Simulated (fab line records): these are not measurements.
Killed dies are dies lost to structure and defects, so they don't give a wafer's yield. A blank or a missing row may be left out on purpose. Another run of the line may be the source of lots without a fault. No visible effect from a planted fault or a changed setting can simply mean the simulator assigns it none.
fab line records    flow nand_harc
record lots=24  wafers=72  last_day=26
route steps=1159 shown A_M0@1023 A_M1@1058 A_BONDPAD@1059
lots with no fault: from the same line, run without faults
start_h: hours from the record's opening day to when the first of the lot's shown wafers began    wait_h: time in hours since the lot's previous step    " repeats the value in the row above    L1.1+2: a single row standing in for several wafers    - no value present, or no start provided    * or withheld: withheld    < > ~ a bound
route shown NAME@n: names a module that has steps shown in the file, with the first one's number in the route    usual: mean/standard deviation of fault-free wafers    same: alike in all rows    chamber/n: place in a boat    sites: the reading at each site    _std_site: their standard deviation    _edge_site: mean of outer sites minus mean of inner sites    radius_mm: how far each site lies from the wafer's centre    mask NAME#n: copy n    behind: the most recent tool/chamber to have shaped the wafer    hold: cause of the lot's hold/its duration in hours/its outcome    device: which transistor (n, p or np) failed to switch    end of line: at the end of the route, the tests of the same wafers    for a step that has no rows: nothing shown but its recipe    killed: dies lost to structure and defects at the first sort, not the wafer's yield    map: a wafer's dies, marking killed ones x, the rest . and places with no die _
set.NAME: the setting that was run; set.NAME@STEP: the one run at that earlier step    model.NAME: the simulator's own value behind a step, which no gauge read
a sample of lots followed through the steps of the route, with each step as a table and each wafer as a row
services: from which hour (start_h, from the record's first day; less than 0 if before it) a tool's chamber was out of use, for how many hours, and why
## steps
# step NHARC_A_M0_INSPECT_27
# usual raw_defect_count=442/120
lot.wafer  tool               chamber  start_h  wait_h  raw_defect_count
L074.3     defect_inspect-01  -        392.44   0.0     568
L074.4     "                  -        "        "       632
L074.5     "                  -        "        "       459
L077.1     defect_inspect-01  -        408.18   0.0     244
L077.2     "                  -        "        "       233
L077.5     "                  -        "        "       381
L075.3     defect_inspect-02  -        408.77   0.0     514
L075.4     "                  -        "        "       555
L075.5     "                  -        "        "       626
L076.1     defect_inspect-01  -        412.88   0.0     430
L076.3     "                  -        "        "       365
L076.4     "                  -        "        "       515
L078.1     defect_inspect-01  -        422.24   0.0     451
L078.2     "                  -        "        "       403
L078.4     "                  -        "        "       504
L080.2     defect_inspect-01  -        432.74   0.0     319
L080.3     "                  -        "        "       340
L080.5     "                  -        "        "       490
L079.2     defect_inspect-01  -        447.82   0.0     523
L079.4     "                  -        "        "       324
L079.5     "                  -        "        "       536
L081.4     defect_inspect-01  -        452.50   0.0     356
L081.5     "                  -        "        "       375
L081.6     "                  -        "        "       342
L083.2     defect_inspect-02  -        452.81   0.0     485
L083.3     "                  -        "        "       680
L083.4     "                  -        "        "       333
L084.2     defect_inspect-01  -        456.90   0.0     307
L084.4     "                  -        "        "       408
L084.6     "                  -        "        "       424
L082.3     defect_inspect-02  -        458.12   0.0     325
L082.5     "                  -        "        "       379
L082.6     "                  -        "        "       445
L087.2     defect_inspect-01  -        473.50   0.0     466
L087.4     "                  -        "        "       464
L087.6     "                  -        "        "       368
L085.2     defect_inspect-02  -        473.75   0.0     483
L085.4     "                  -        "        "       532
L085.6     "                  -        "        "       687
L086.2     defect_inspect-02  -        478.02   0.0     451
L086.3     "                  -        "        "       341
L086.6     "                  -        "        "       469
L089.2     defect_inspect-02  -        478.44   0.0     328
L089.4     "                  -        "        "       399
L089.5     "                  -        "        "       508
L090.2     defect_inspect-02  -        502.31   0.0     382
L090.5     "                  -        "        "       651
L090.6     "                  -        "        "       357
L088.1     defect_inspect-02  -        505.58   0.0     371
L088.2     "                  -        "        "       374
L088.5     "                  -        "        "       559
L091.2     defect_inspect-02  -        508.93   0.0     296
L091.3     "                  -        "        "       387
L091.6     "                  -        "        "       357
L092.1     defect_inspect-02  -        509.28   0.0     479
L092.3     "                  -        "        "       470
L092.4     "                  -        "        "       449
L094.1     defect_inspect-02  -        528.14   0.0     475
L094.2     "                  -        "        "       395
L094.3     "                  -        "        "       362
L093.1     defect_inspect-02  -        528.42   0.0     375
L093.2     "                  -        "        "       265
L093.5     "                  -        "        "       326
L095.2     defect_inspect-02  -        540.57   0.0     485
L095.3     "                  -        "        "       437
L095.6     "                  -        "        "       388
L096.2     defect_inspect-01  -        547.83   0.0     300
L096.3     "                  -        "        "       307
L096.6     "                  -        "        "       280
L097.2     defect_inspect-01  -        582.85   0.0     562
L097.4     "                  -        "        "       625
L097.6     "                  -        "        "       623
# step NHARC_A_M0_DEP_32
# recipe target_thk_a=300  temp_c=370  target_thk_nm=30  pressure_torr=3  flow_sccm=200  rf_w=450  material=SiCN
# usual heater_power_w=552/48
lot.wafer  tool      chamber  start_h  wait_h  heater_power_w
L074.3     pecvd-04  0        392.67   0.1     564
L074.5     "         1        "        "       464
L074.4     "         0        "        "       580
L077.2     pecvd-03  0        408.32   0.1     599
L077.1     "         1        "        "       448
L077.5     "         1        "        "       449
L075.3     pecvd-03  1        409.77   0.1     510
L075.5     "         0        "        "       619
L075.4     "         2        "        "       525
L076.1     pecvd-02  0        413.13   0.1     562
L076.4     "         1        "        "       557
L076.3     "         0        "        "       585
L078.2     pecvd-02  1        422.39   0.1     600
L078.1     "         0        "        "       542
L078.4     "         2        "        "       468
L080.3     pecvd-04  0        432.93   0.1     578
L080.2     "         1        "        "       474
L080.5     "         0        "        "       608
L079.2     pecvd-04  1        448.09   0.1     567
L079.5     "         2        "        "       586
L079.4     "         0        "        "       527
L081.4     pecvd-04  0        452.77   0.2     553
L081.6     "         1        "        "       552
L081.5     "         2        "        "       653
L083.2     pecvd-04  0        453.03   0.1     570
L083.3     "         1        "        "       541
L083.4     "         1        "        "       528
L084.2     pecvd-03  1        457.04   0.1     515
L084.4     "         1        "        "       526
L084.6     "         0        "        "       608
L082.3     pecvd-04  0        458.31   0.1     584
L082.6     "         2        "        "       619
L082.5     "         0        "        "       621
L087.2     pecvd-04  2        473.74   0.1     577
L087.4     "         0        "        "       551
L087.6     "         2        "        "       586
L085.2     pecvd-04  2        474.26   0.1     586
L085.4     "         2        "        "       585
L085.6     "         0        "        "       574
L086.3     pecvd-02  2        478.44   0.1     446
L086.2     "         0        "        "       539
L086.6     "         1        "        "       548
L089.2     pecvd-04  2        478.75   0.1     599
L089.5     "         0        "        "       573
L089.4     "         2        "        "       590
L090.2     pecvd-02  1        502.50   0.1     598
L090.5     "         0        "        "       582
L090.6     "         2        "        "       473
L088.2     pecvd-02  1        505.77   0.1     586
L088.1     "         2        "        "       479
L088.5     "         1        "        "       583
L091.3     pecvd-04  0        509.12   0.1     535
L091.2     "         1        "        "       495
L091.6     "         0        "        "       539
L092.1     pecvd-03  1        509.43   0.1     558
L092.3     "         2        "        "       501
L092.4     "         0        "        "       493
L094.3     pecvd-02  0        528.29   0.1     571
L094.2     "         1        "        "       541
L094.1     "         2        "        "       496
L093.2     pecvd-04  1        528.61   0.1     498
L093.1     "         2        "        "       594
L093.5     "         0        "        "       561
L095.2     pecvd-03  2        540.72   0.1     559
L095.3     "         1        "        "       535
L095.6     "         2        "        "       558
L096.2     pecvd-03  2        547.98   0.1     523
L096.3     "         1        "        "       514
L096.6     "         0        "        "       544
L097.2     pecvd-04  0        583.04   0.1     564
L097.6     "         2        "        "       627
L097.4     "         1        "        "       535
# step NHARC_A_M1_DEP_33
# recipe target_thk_a=300  temp_c=370  target_thk_nm=30  pressure_torr=3  flow_sccm=200  rf_w=450  material=SiCN
# usual heater_power_w=538/55
lot.wafer  tool      chamber  start_h  wait_h  heater_power_w
L074.3     pecvd-02  1        396.76   0.1     549
L074.4     "         1        "        "       546
L074.5     "         2        "        "       449
L077.1     pecvd-03  1        413.61   0.1     514
L077.2     "         0        "        "       569
L077.5     "         0        "        "       576
L075.3     pecvd-03  1        413.95   0.1     535
L075.4     "         1        "        "       536
L075.5     "         0        "        "       578
L076.1     pecvd-04  2        417.40   0.1     582
L076.3     "         1        "        "       487
L076.4     "         0        "        "       601
L078.2     pecvd-04  1        426.80   0.1     495
L078.1     "         0        "        "       590
L078.4     "         1        "        "       499
L080.3     pecvd-03  0        437.61   0.1     601
L080.2     "         2        "        "       570
L080.5     "         0        "        "       612
L079.2     pecvd-02  2        452.71   0.1     418
L079.4     "         1        "        "       563
L079.5     "         0        "        "       509
L081.4     pecvd-04  1        456.83   0.2     552
L081.5     "         2        "        "       578
L081.6     "         0        "        "       543
L083.2     pecvd-02  2        457.65   0.1     473
L083.3     "         0        "        "       526
L083.4     "         2        "        "       477
L084.2     pecvd-03  2        461.22   0.1     529
L084.6     "         2        "        "       544
L084.4     "         0        "        "       526
L082.3     pecvd-03  2        462.56   0.1     548
L082.6     "         1        "        "       520
L082.5     "         2        "        "       550
L087.2     pecvd-04  2        478.33   0.1     529
L087.6     "         2        "        "       531
L087.4     "         1        "        "       552
L085.2     pecvd-02  2        478.82   0.1     423
L085.6     "         0        "        "       598
L085.4     "         1        "        "       611
L086.3     pecvd-04  0        482.91   0.1     548
L086.2     "         1        "        "       535
L086.6     "         0        "        "       542
L089.2     pecvd-02  2        483.03   0.1     444
L089.5     "         1        "        "       499
L089.4     "         0        "        "       503
L090.2     pecvd-04  0        506.96   0.1     477
L090.5     "         1        "        "       542
L090.6     "         2        "        "       646
L088.2     pecvd-03  0        509.89   0.1     525
L088.1     "         2        "        "       466
L088.5     "         2        "        "       466
L091.2     pecvd-02  1        513.30   0.1     597
L091.3     "         0        "        "       544
L091.6     "         1        "        "       591
L092.1     pecvd-04  2        513.62   0.1     533
L092.3     "         0        "        "       545
L092.4     "         1        "        "       500
L094.2     pecvd-03  1        532.47   0.1     467
L094.1     "         2        "        "       541
L094.3     "         0        "        "       516
L093.1     pecvd-02  1        532.81   0.1     605
L093.2     "         0        "        "       569
L093.5     "         1        "        "       609
L095.3     pecvd-03  1        544.82   0.1     526
L095.2     "         2        "        "       477
L095.6     "         2        "        "       474
L096.2     pecvd-02  1        552.41   0.1     598
L096.3     "         0        "        "       660
L096.6     "         1        "        "       599
L097.2     pecvd-02  0        587.24   0.1     651
L097.6     "         2        "        "       453
L097.4     "         0        "        "       648
# step NHARC_A_BONDPAD_DEP_00
# recipe target_thk_a=2500  temp_c=370  target_thk_nm=250  pressure_torr=3  flow_sccm=200  rf_w=450  material=SiCN
# usual heater_power_w=555/65
lot.wafer  tool      chamber  start_h  wait_h  heater_power_w
L074.3     pecvd-01  0        397.41   -       511
L074.5     "         1        "        "       606
L074.4     "         0        "        "       516
L077.1     pecvd-04  2        414.16   -       619
L077.2     "         0        "        "       507
L077.5     "         0        "        "       542
L075.3     pecvd-04  2        414.50   -       588
L075.5     "         0        "        "       547
L075.4     "         1        "        "       543
L076.1     pecvd-01  2        417.96   -       690
L076.3     "         0        "        "       586
L076.4     "         2        "        "       566
L078.2     pecvd-02  2        427.81   -       463
L078.1     "         0        "        "       589
L078.4     "         1        "        "       616
L080.2     pecvd-02  2        438.20   -       467
L080.3     "         0        "        "       600
L080.5     "         2        "        "       462
L079.2     pecvd-04  1        453.29   -       461
L079.4     "         1        "        "       461
L079.5     "         2        "        "       646
L081.6     pecvd-02  0        457.39   -       583
L081.4     "         1        "        "       502
L081.5     "         2        "        "       446
L083.2     pecvd-02  2        -        -       458
L083.3     "         0        "        "       622
L083.4     "         0        "        "       499
L084.2     pecvd-01  0        461.78   -       560
L084.4     "         2        "        "       603
L084.6     "         1        "        "       520
L082.3     pecvd-01  0        463.20   -       515
L082.5     "         1        "        "       553
L082.6     "         2        "        "       603
L087.2     pecvd-01  2        479.13   -       660
L087.6     "         2        "        "       676
L087.4     "         0        "        "       564
L085.2     pecvd-02  1        -        -       496
L085.4     "         1        "        "       518
L085.6     "         2        "        "       451
L086.2     pecvd-02  0        483.42   -       552
L086.3     "         2        "        "       476
L086.6     "         0        "        "       559
L089.2     pecvd-01  2        483.64   -       689
L089.4     "         0        "        "       542
L089.5     "         1        "        "       562
L090.2     pecvd-02  2        507.62   -       475
L090.5     "         0        "        "       602
L090.6     "         2        "        "       382
L088.2     pecvd-01  2        510.45   -       667
L088.1     "         0        "        "       554
L088.5     "         2        "        "       661
L091.3     pecvd-02  0        -        -       518
L091.2     "         2        "        "       428
L091.6     "         0        "        "       524
L092.1     pecvd-04  2        -        -       626
L092.3     "         0        "        "       576
L092.4     "         0        "        "       603
L094.3     pecvd-01  2        533.02   -       625
L094.1     "         0        "        "       563
L094.2     "         1        "        "       570
L093.1     pecvd-02  1        -        -       618
L093.2     "         0        "        "       659
L093.5     "         1        "        "       512
L095.3     pecvd-04  0        545.42   -       591
L095.2     "         1        "        "       563
L095.6     "         2        "        "       594
L096.3     pecvd-02  1        -        -       610
L096.2     "         2        "        "       519
L096.6     "         0        "        "       529
L097.2     pecvd-04  0        587.80   -       608
L097.6     "         1        "        "       466
L097.4     "         0        "        "       608
# step NHARC_A_BONDPAD_THK_MEAS_30
# recipe thk_meas_gauge=ellipsometry
# usual thk_nm=199.8/1.6
lot.wafer  tool           chamber  start_h  wait_h  thk_nm
L074.3     film_metro-01  -        397.98   0.2     198.2
L074.4     "              -        "        "       198.0
L074.5     "              -        "        "       200.1
L077.1     film_metro-01  -        414.82   0.2     201.0
L077.2     "              -        "        "       200.9
L077.5     "              -        "        "       200.0
L075.3     film_metro-02  -        415.16   0.2     199.9
L075.4     "              -        "        "       200.0
L075.5     "              -        "        "       199.0
L076.1     film_metro-01  -        418.64   0.2     199.4
L076.3     "              -        "        "       201.0
L076.4     "              -        "        "       197.7
L078.1     film_metro-02  -        428.42   0.2     199.2
L078.2     "              -        "        "       199.7
L078.4     "              -        "        "       198.1
L080.2     film_metro-01  -        438.81   0.2     199.5
L080.3     "              -        "        "       200.3
L080.5     "              -        "        "       200.9
L079.2     film_metro-02  -        453.90   0.2     200.9
L079.4     "              -        "        "       200.5
L079.5     "              -        "        "       201.2
L081.4     film_metro-02  -        457.91   0.2     200.6
L081.5     "              -        "        "       201.3
L081.6     "              -        "        "       201.8
L083.2     film_metro-01  -        458.86   0.2     198.9
L083.3     "              -        "        "       199.4
L083.4     "              -        "        "       200.1
L084.2     film_metro-02  -        462.40   0.2     199.0
L084.4     "              -        "        "       199.9
L084.6     "              -        "        "       199.2
L082.3     film_metro-02  -        463.80   0.2     198.9
L082.5     "              -        "        "       199.3
L082.6     "              -        "        "       198.9
L087.2     film_metro-02  -        479.80   0.2     201.4
L087.4     "              -        "        "       199.4
L087.6     "              -        "        "       197.4
L085.2     film_metro-02  -        479.95   0.2     201.6
L085.4     "              -        "        "       197.5
L085.6     "              -        "        "       200.7
L086.2     film_metro-02  -        484.08   0.2     200.1
L086.3     "              -        "        "       198.9
L086.6     "              -        "        "       200.2
L089.2     film_metro-01  -        484.21   0.2     200.2
L089.4     "              -        "        "       196.6
L089.5     "              -        "        "       197.1
L090.2     film_metro-01  -        508.23   0.2     200.6
L090.5     "              -        "        "       199.9
L090.6     "              -        "        "       201.0
L088.1     film_metro-02  -        511.11   0.2     197.6
L088.2     "              -        "        "       199.3
L088.5     "              -        "        "       198.2
L091.2     film_metro-01  -        514.51   0.2     201.3
L091.3     "              -        "        "       201.1
L091.6     "              -        "        "       199.6
L092.1     film_metro-01  -        514.83   0.2     200.7
L092.3     "              -        "        "       198.4
L092.4     "              -        "        "       201.8
L094.1     film_metro-02  -        533.68   0.2     202.5
L094.2     "              -        "        "       199.9
L094.3     "              -        "        "       202.5
L093.1     film_metro-02  -        534.09   0.2     203.0
L093.2     "              -        "        "       201.5
L093.5     "              -        "        "       199.9
L095.2     film_metro-02  -        546.06   0.2     199.3
L095.3     "              -        "        "       201.5
L095.6     "              -        "        "       198.4
L096.2     film_metro-01  -        553.62   0.2     202.1
L096.3     "              -        "        "       199.7
L096.6     "              -        "        "       202.7
L097.2     film_metro-02  -        588.36   0.2     198.8
L097.4     "              -        "        "       197.5
L097.6     "              -        "        "       197.1
# step NHARC_A_BONDPAD_INSPECT_23
# usual raw_defect_count=455/120
lot.wafer  tool               chamber  start_h  wait_h  raw_defect_count
L074.3     defect_inspect-02  -        401.33   0.0     489
L074.4     "                  -        "        "       526
L074.5     "                  -        "        "       644
L077.1     defect_inspect-02  -        418.04   0.0     428
L077.2     "                  -        "        "       310
L077.5     "                  -        "        "       410
L075.3     defect_inspect-01  -        418.57   0.0     326
L075.4     "                  -        "        "       473
L075.5     "                  -        "        "       369
L076.1     defect_inspect-01  -        421.98   0.0     403
L076.3     "                  -        "        "       439
L076.4     "                  -        "        "       679
L078.1     defect_inspect-02  -        431.98   0.0     547
L078.2     "                  -        "        "       371
L078.4     "                  -        "        "       405
L080.2     defect_inspect-01  -        442.19   0.0     317
L080.3     "                  -        "        "       357
L080.5     "                  -        "        "       334
L079.2     defect_inspect-02  -        457.26   0.0     367
L079.4     "                  -        "        "       535
L079.5     "                  -        "        "       471
L081.4     defect_inspect-02  -        461.37   0.0     334
L081.5     "                  -        "        "       294
L081.6     "                  -        "        "       296
L083.2     defect_inspect-02  -        462.13   0.0     436
L083.3     "                  -        "        "       567
L083.4     "                  -        "        "       345
L084.2     defect_inspect-02  -        465.76   0.0     488
L084.4     "                  -        "        "       557
L084.6     "                  -        "        "       337
L082.3     defect_inspect-01  -        467.16   0.1     435
L082.5     "                  -        "        "       563
L082.6     "                  -        "        "       670
L087.2     defect_inspect-02  -        483.40   0.0     749
L087.4     "                  -        "        "       541
L087.6     "                  -        "        "       454
L085.2     defect_inspect-01  -        483.44   0.0     398
L085.4     "                  -        "        "       329
L085.6     "                  -        "        "       441
L086.2     defect_inspect-02  -        487.64   0.0     898
L086.3     "                  -        "        "       607
L086.6     "                  -        "        "       412
L089.2     defect_inspect-01  -        487.82   0.0     384
L089.4     "                  -        "        "       369
L089.5     "                  -        "        "       560
L090.2     defect_inspect-02  -        511.59   0.0     516
L090.5     "                  -        "        "       410
L090.6     "                  -        "        "       362
L088.1     defect_inspect-02  -        514.46   0.0     635
L088.2     "                  -        "        "       537
L088.5     "                  -        "        "       448
L091.2     defect_inspect-02  -        517.86   0.0     270
L091.3     "                  -        "        "       439
L091.6     "                  -        "        "       337
L092.1     defect_inspect-02  -        518.15   0.0     496
L092.3     "                  -        "        "       493
L092.4     "                  -        "        "       441
L094.1     defect_inspect-01  -        537.07   0.0     454
L094.2     "                  -        "        "       599
L094.3     "                  -        "        "       343
L093.1     defect_inspect-02  -        537.51   0.1     317
L093.2     "                  -        "        "       423
L093.5     "                  -        "        "       514
L095.2     defect_inspect-01  -        549.42   0.0     341
L095.3     "                  -        "        "       288
L095.6     "                  -        "        "       293
L096.2     defect_inspect-02  -        560.92   0.0     392
L096.3     "                  -        "        "       667
L096.6     "                  -        "        "       640
L097.2     defect_inspect-01  -        591.80   0.0     365
L097.4     "                  -        "        "       318
L097.6     "                  -        "        "       359
## services
tool      chamber  start_h  hours  kind
pecvd-04  -        376.73   13.0   pm
pecvd-04  0        376.73   13.0   vent_cycle
pecvd-04  1        376.73   13.0   vent_cycle
pecvd-04  2        376.73   13.0   vent_cycle
pecvd-04  0        389.73   -      clean
pecvd-04  1        389.73   -      clean
pecvd-04  2        389.73   -      clean
pecvd-01  -        418.23   13.0   pm
pecvd-04  2        419.84   12.0   repair
pecvd-02  2        453.91   2.9    repair
pecvd-03  -        473.08   13.0   pm
pecvd-01  -        486.28   1.0    repair
pecvd-04  1        489.77   15.8   repair
pecvd-02  -        515.05   13.0   pm
pecvd-02  0        515.05   13.0   vent_cycle
pecvd-02  1        515.05   13.0   vent_cycle
pecvd-02  2        515.05   13.0   vent_cycle
pecvd-02  0        528.05   -      clean
pecvd-02  1        528.05   -      clean
pecvd-02  2        528.05   -      clean
pecvd-04  -        557.77   13.0   pm
pecvd-04  0        557.77   13.0   vent_cycle
pecvd-04  1        557.77   13.0   vent_cycle
pecvd-04  2        557.77   13.0   vent_cycle
## key
fault none
